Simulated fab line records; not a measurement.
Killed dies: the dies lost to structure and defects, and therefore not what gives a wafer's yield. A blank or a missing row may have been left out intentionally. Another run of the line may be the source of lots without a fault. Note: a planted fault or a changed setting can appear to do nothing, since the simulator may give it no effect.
A lot that was struck, set against a sound lot :: flow nand harc :: 16 out of 1302 route steps
Sound: these wafers, L115.1, L115.3, L115.5. Wafers struck: L124.1, L124.2, L124.3. The cause comes at the end.
For every step that has rows: the tool of each side, followed by ch and its chambers, followed by its first start. Under that, the readings that differ: sound wafers :: struck wafers :: difference of the means :: sigmas: that difference in standard deviations of wafers without a fault.
alike: a reading whose means differ by less than 2 such deviations, as well as words and numbers matching on both sides. not compared: withheld readings; readings where some wafer has no value; bounds like >300 that might hide an equal value; numbers whose values overlap and for which the record gives no deviation.
Wherever a step has rows on one side only, a row that says differs or no value, or a row with sigmas, the two part there. Numbers that have no deviation but don't overlap get no sigmas and don't part them. Lack of a reading on every wafer of one side parts them only where that side has two or more wafers.

NHARC_A_ONON_D2_THK_MEAS_05: measures by ellipsometry.
  sound on film metro-02 at day 14 03:26; struck on film metro-02 at day 17 08:34
reading: thk nm (nm)
sound: 994 994 993
struck: 1019 1018 1020
difference: +25
sigmas: +3
after that, 1 step with no rows for these wafers: NHARC_A_ONON_D2_DEP_06 (target thk 1000 nm).
NHARC_A_ONON_D2_THK_MEAS_08: measures by ellipsometry.
  sound on film metro-02 at day 14 04:09; struck on film metro-01 at day 17 09:08
  alike: thk nm
after that, 1 step with no rows for these wafers: NHARC_A_ONON_D2_DEP_09 (target thk 1000 nm).
NHARC_A_ONON_D2_THK_MEAS_11: measures by ellipsometry.
  sound on film metro-01 at day 14 04:43; struck on film metro-01 at day 17 09:42
  alike: thk nm
after that, 1 step with no rows for these wafers: NHARC_A_ONON_D2_DEP_12 (target thk 1000 nm).
NHARC_A_ONON_D2_THK_MEAS_14: measures by ellipsometry.
  sound on film metro-02 at day 14 05:17; struck on film metro-02 at day 17 10:16
reading: thk nm (nm)
sound: 1014 1013 1015
struck: 990 992 992
difference: -23
sigmas: -2
then, 2 steps without rows for these wafers: NHARC_A_ONON_D2_ANNEAL_15 (time 3600 s); NHARC_A_ONON_D2_DEP_16 (target thk 1000 nm).
NHARC_A_ONON_D2_THK_MEAS_18: measures by ellipsometry.
  sound on film metro-01 at day 14 14:49; struck on film metro-01 at day 17 17:40
  alike: thk nm
after that, 1 step with no rows for these wafers: NHARC_A_ONON_D2_DEP_19 (target thk 1000 nm).
NHARC_A_ONON_D2_THK_MEAS_21: measures by ellipsometry.
  sound on film metro-01 at day 14 15:23; struck on film metro-02 at day 17 18:14
  alike: thk nm
NHARC_A_ONON_D2_DEP_22: target thk 1000 nm.
  sound on pecvd onon-04 ch 0, day 14 15:26; struck on pecvd onon-01 ch 0, day 17 18:17
  alike: n2o flow sccm
NHARC_A_ONON_D2_THK_MEAS_24: measures by ellipsometry.
  sound on film metro-02 at day 14 15:57; struck on film metro-01 at day 17 18:48
reading: thk nm (nm)
sound: 1012 1014 1014
struck: 1492 1491 1492
difference: +478
sigmas: +43
after that, 1 step with no rows for these wafers: NHARC_A_ONON_D2_DEP_25 (target thk 1000 nm).
-- record jumps: 11 days between struck wafers' starts before vs after; left off in module A_ONON_D2, resumes in module END, first step shown is number 1302 of the route --
NHARC_END_SORT_01:
  at this point the record logs the struck wafers (prober-01 ch 0, day 29 04:13) and has no rows for the sound ones

WHERE THEY PART
First at NHARC_A_ONON_D2_THK_MEAS_05; last, within this record, at NHARC_END_SORT_01.

WHY: what the simulator had put in
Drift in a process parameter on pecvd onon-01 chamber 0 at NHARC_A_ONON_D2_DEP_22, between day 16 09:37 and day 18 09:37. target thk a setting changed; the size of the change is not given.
